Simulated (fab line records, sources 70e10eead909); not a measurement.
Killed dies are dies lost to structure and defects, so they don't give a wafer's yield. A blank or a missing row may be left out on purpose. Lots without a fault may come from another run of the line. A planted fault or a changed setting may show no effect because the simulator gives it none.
One fault seen from 2 desks | flow nand_harc | each desk has only its own numbers; what lay behind them comes last

THE DEFECT DESK
What the inspections along the route counted, lot by lot: means of the sampled wafers that have a number. A lot is out of limits, marked OUT, if its mean lies more than 4 standard deviations from the usual mean; the brackets give that distance.
Columns: A = raw_defect_count at NHARC_P_CONTACT_INSPECT_14, usual 3.6
lot  | first seen here | A
L253 | day 5 22:07     | 5.0
L256 | day 6 08:16     | 3.7
L257 | day 6 08:52     | 3.0
L259 | day 7 03:28     | 3.0
L260 | day 7 07:59     | 3.0
L263 | day 8 07:16     | 3.0
L266 | day 8 20:08     | 2.3
L264 | day 8 22:49     | 3.7
L268 | day 9 15:16     | 832.7 (+99 or more) OUT
L269 | day 9 17:55     | 847.7 (+99 or more) OUT
L267 | day 9 21:35     | 833.3 (+99 or more) OUT
L270 | day 9 22:58     | 4.0
L276 | day 11 03:28    | 6.0
This desk's finding: out of limits on L267, L268, L269; first on L268, day 9 15:16 (raw_defect_count at NHARC_P_CONTACT_INSPECT_14). In limits: L253, L256, L257, L259, L260, L263, L266, L264, L270, L276.

THE TOOL OWNER'S DESK: cmp-03
The tool's own readings at NHARC_P_CONTACT_CMP_01 (polishes SiO2, target thk 200 nm): means of the sampled wafers that have a number, for each lot that ran on this tool. A lot is out of limits, marked OUT, if its mean lies more than 4 standard deviations from the usual mean; the brackets give that distance.
Columns: A = edge_zone_pressure_frac at NHARC_P_CONTACT_CMP_01, usual 0.999; B = motor_current_A at NHARC_P_CONTACT_CMP_01, usual 12.1 A
lot  | first seen here | A     | B
L257 | day 6 07:55     | 1.001 | 13.0
L259 | day 7 02:35     | 1.001 | 12.2
L263 | day 8 06:19     | 0.995 | 12.4
L264 | day 8 21:52     | 1.005 | 11.8
L268 | day 9 14:22     | 0.999 | 12.8
L269 | day 9 17:08     | 0.999 | 12.5
L267 | day 9 20:38     | 1.002 | 13.0
This desk's finding: nothing out of limits on any of the 7 lots.

PUT TOGETHER
The defect desk could have raised an alarm at day 9 15:16, on L267, L268, L269.
The tool owner's desk saw nothing out of limits.
The tool owner's desk has L267, L268, L269 on record, within its limits.
Of the lots named, all ran NHARC_P_CONTACT_CMP_01 on cmp-03.

WHAT THE SIMULATOR HAD PUT IN
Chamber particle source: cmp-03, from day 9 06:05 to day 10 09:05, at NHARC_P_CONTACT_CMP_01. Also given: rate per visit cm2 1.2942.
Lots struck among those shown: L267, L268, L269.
Hours from the fault's start to each desk's first reading out of limits: the defect desk, 9.
